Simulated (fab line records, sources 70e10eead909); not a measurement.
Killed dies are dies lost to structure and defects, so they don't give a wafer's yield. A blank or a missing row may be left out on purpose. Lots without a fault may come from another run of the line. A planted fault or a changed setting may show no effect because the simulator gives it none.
A struck lot beside a sound one | flow nand_harc | 41 steps out of a route of 1302
Sound: wafers L663.1, L663.2, L663.3. Struck: wafers L679.1, L679.2, L679.5. The cause comes at the end.
At each step with rows: each side's tool, then ch and its chambers, then its first start. Under that, the readings that differ: sound wafers | struck wafers | difference of the means | sigmas: that difference in standard deviations of wafers without a fault.
alike: readings whose means differ by less than 2 such deviations, and words and numbers that are the same on both sides. not compared: withheld readings, readings that some wafer has no value for, bounds like >300 that may hide the same value, and numbers for which the record gives no deviation and whose values overlap.
The two part at a step that has a row with sigmas, a row that says differs or no value, or rows on one side only. Numbers that don't overlap but have no deviation are shown without sigmas and don't part them. A reading that every wafer of one side lacks parts them only if that side has two wafers or more.

first, 8 steps without rows for these wafers: NHARC_A_CHANNEL_FILL_D2_ALD_02 (deposits SiO2, target thk 6 nm, pulse time 10 s, ald cycles 60); NHARC_A_CHANNEL_FILL_D2_ALD_03 (deposits SiNx, target thk 6 nm, pulse time 60 s, ald cycles 58); NHARC_A_CHANNEL_FILL_D2_ALD_14 (deposits SiO2, target thk 2.5 nm, pulse time 10 s, ald cycles 25); NHARC_A_CHANNEL_FILL_D2_ALD_15 (deposits SiNx, target thk 2 nm, pulse time 60 s, ald cycles 19); NHARC_A_CHANNEL_FILL_D2_ALD_16 (deposits SiO2, target thk 1.5 nm, pulse time 10 s, ald cycles 15); NHARC_A_CHANNEL_FILL_D2_ANNEAL_17 (time 1800 s); NHARC_A_CHANNEL_FILL_D2_CVD_18 (deposits poly-Si, target thk 3 nm); NHARC_A_CHANNEL_FILL_D2_ETCHBACK_19 (etches the open film in HBr/Cl2, target depth 5 nm, time 1.7 s).
NHARC_A_CHANNEL_FILL_D2_ETCHBACK_20: etches the open film in C4F8/O2/Ar, target depth 27 nm, time 13.5 s.
  sound on rie_diel-04 ch 1,2,3, day 17 08:34; struck on rie_diel-04 ch 0,1,2, day 23 17:09
  alike: chamber_pressure_mTorr, oes_product_au, rf_vpp_V
  not compared: rf_hours_counter_h
then, 3 steps without rows for these wafers: NHARC_A_CHANNEL_FILL_D2_STRIP_28 (strips in O2, time 20 s); NHARC_A_CHANNEL_FILL_D2_PRECLEAN_21 (cleans in dHF, time 30 s); NHARC_A_CHANNEL_FILL_D2_SRD_23.
NHARC_A_CHANNEL_FILL_D2_CVD_05: deposits poly-Si, target thk 5 nm.
  sound on lpcvd_poly-04 ch 0, day 17 11:51; struck on lpcvd_poly-01 ch 0, day 23 19:37
then, 1 step without rows for these wafers: NHARC_A_CHANNEL_FILL_D2_ANNEAL_22 (time 7200 s).
NHARC_A_CHANNEL_FILL_D2_THK_MEAS_06: measures by ellipsometry.
  sound on film_metro-02, day 17 22:34; struck on film_metro-02, day 24 04:52
  alike: thk_nm
then, 8 steps without rows for these wafers: NHARC_A_CHANNEL_FILL_D2_ALD_25 (deposits SiOx, target thk 60 nm, pulse time 10 s, ald cycles 600); NHARC_A_CHANNEL_FILL_D2_ETCHBACK_08 (etches the open film in C4F8, target depth 220 nm, time 110 s); NHARC_A_CHANNEL_FILL_D2_STRIP_29 (strips in O2, time 20 s); NHARC_A_CHANNEL_FILL_D2_PRECLEAN_30 (cleans in dHF, time 30 s); NHARC_A_CHANNEL_FILL_D2_SRD_31; NHARC_A_CHANNEL_FILL_D2_CVD_09 (deposits poly-Si, target thk 150 nm, time 3000 s); NHARC_A_CHANNEL_FILL_D2_CMP_10 (polishes, target thk 150 nm); NHARC_A_CHANNEL_FILL_D2_SRD_12.
NHARC_A_CHANNEL_FILL_D2_RTA_24: time 5 s.
  sound on rtp_anneal-01 ch 0, day 18 10:31; struck on rtp_anneal-01 ch 0, day 24 16:46
  alike: lamp_power_pct, wafer_temp_C_max
NHARC_A_CHANNEL_FILL_D2_INSPECT_13:
  sound on defect_inspect-01, day 18 10:43; struck on defect_inspect-01, day 24 16:58
  reading          | sound       | struck      | difference | sigmas
  raw_defect_count | 424 616 515 | 191 176 320 | -289       | -3
NHARC_A_STAIRCASE_DEP_156: deposits SiNx, target thk 50 nm.
  sound on pecvd-01 ch 0,1,2, day 18 10:57; struck on pecvd-01 ch 1,2, day 24 17:02
  alike: heater_power_outer_w, heater_power_w
then, 11 steps without rows for these wafers: NHARC_A_STAIRCASE_DEHYDRATE_158 (time 120 s); NHARC_A_STAIRCASE_HMDS_159 (time 30 s); NHARC_A_STAIRCASE_COAT_160; NHARC_A_STAIRCASE_SOFTBAKE_161 (time 170 s); NHARC_A_STAIRCASE_EBR_162; NHARC_A_STAIRCASE_EXPOSE_163 (exposes mask STAIR OPEN); NHARC_A_STAIRCASE_PEB_164 (peb time 130 s); NHARC_A_STAIRCASE_DEVELOP_165 (time 140 s); NHARC_A_STAIRCASE_HARDBAKE_167 (time 140 s); NHARC_A_STAIRCASE_DESCUM_168 (chemistry O2, time 3 s); NHARC_A_STAIRCASE_ETCH_169 (etches the open film in CH3F/O2, target depth 50 nm, time 107.1 s).
NHARC_A_STAIRCASE_ETCH_170: etches the open film in C4F6/O2, target depth 200 nm, time 66.667 s.
  sound on rie_diel-05 ch 1,2,3; struck on rie_diel-08 ch 1,2
  alike: chamber_pressure_mTorr, drypump_motor_current_A, oes_product_au, rf_vpp_V, showerhead_plenum_p_Torr, throttle_valve_pct
  not compared: rf_hours_counter_h
NHARC_A_STAIRCASE_STRIP_171: strips in O2.
  sound on plasma_asher-01 ch 0,1, day 18 12:20; struck on plasma_asher-02 ch 0,1, day 24 18:29
  alike: drypump_motor_current_A, heater_power_w
  not compared: rf_hours_counter_h
-- the record jumps here: 8 days lie between the struck wafers' starts before and after (it left off in module A_STAIRCASE and takes up again in module END, whose first step shown is number 1301 of the route) --
NHARC_END_WLT_00:
  sound on prober-01, day 27 00:18; struck on prober-01, day 33 04:50
  reading                           | sound             | struck            | difference | sigmas
  VT_DECK1_BOTTOM                   | 0.856 0.852 0.863 | 0.882 0.867 0.873 | +0.017     | +2
  VT_DECK1_BOTTOM_INNER             | 0.852 0.854 0.856 | 0.874 0.876 0.868 | +0.019     | +2
  VT_DECK1_MEDIAN_NEAR_BOTTOM       | 0.860 0.851 0.854 | 0.870 0.870 0.878 | +0.018     | +2
  VT_DECK1_MEDIAN_NEAR_BOTTOM_INNER | 0.848 0.856 0.855 | 0.877 0.873 0.878 | +0.023     | +3
  VT_DECK1_MIDDLE                   | 0.868 0.868 0.865 | 0.887 0.886 0.883 | +0.018     | +2
  VT_DECK1_TOP                      | 0.882 0.878 0.881 | 0.904 0.898 0.895 | +0.019     | +2
  VT_DECK2_BOTTOM                   | 0.869 0.877 0.863 | 0.962 0.956 0.962 | +0.090     | +13
  VT_DECK2_BOTTOM_INNER             | 0.863 0.871 0.859 | 0.955 0.954 0.954 | +0.090     | +13
  VT_DECK2_MEDIAN_NEAR_BOTTOM       | 0.866 0.873 0.873 | 0.959 0.963 0.955 | +0.088     | +11
  VT_DECK2_MEDIAN_NEAR_BOTTOM_INNER | 0.867 0.869 0.877 | 0.959 0.965 0.955 | +0.089     | +12
  VT_DECK2_MIDDLE                   | 0.878 0.878 0.880 | 0.982 0.974 0.985 | +0.102     | +14
  VT_DECK2_MIDDLE_INNER             | 0.887 0.886 0.879 | 0.975 0.973 0.985 | +0.094     | +12
  VT_DECK2_TOP                      | 0.887 0.880 0.896 | 1.001 0.998 0.995 | +0.110     | +14
  VT_DECK2_TOP_INNER                | 0.886 0.899 0.898 | 0.994 0.997 0.998 | +0.102     | +14
  alike: VT_DECK1_MIDDLE_INNER, VT_DECK1_TOP_INNER
NHARC_END_SORT_01:
  the record has rows for the sound wafers here (prober-01 ch 0, day 27 03:20) and none for the struck ones

WHERE THEY PART
First at NHARC_A_CHANNEL_FILL_D2_INSPECT_13; last, within this record, at NHARC_END_SORT_01.

WHY: what the simulator had put in
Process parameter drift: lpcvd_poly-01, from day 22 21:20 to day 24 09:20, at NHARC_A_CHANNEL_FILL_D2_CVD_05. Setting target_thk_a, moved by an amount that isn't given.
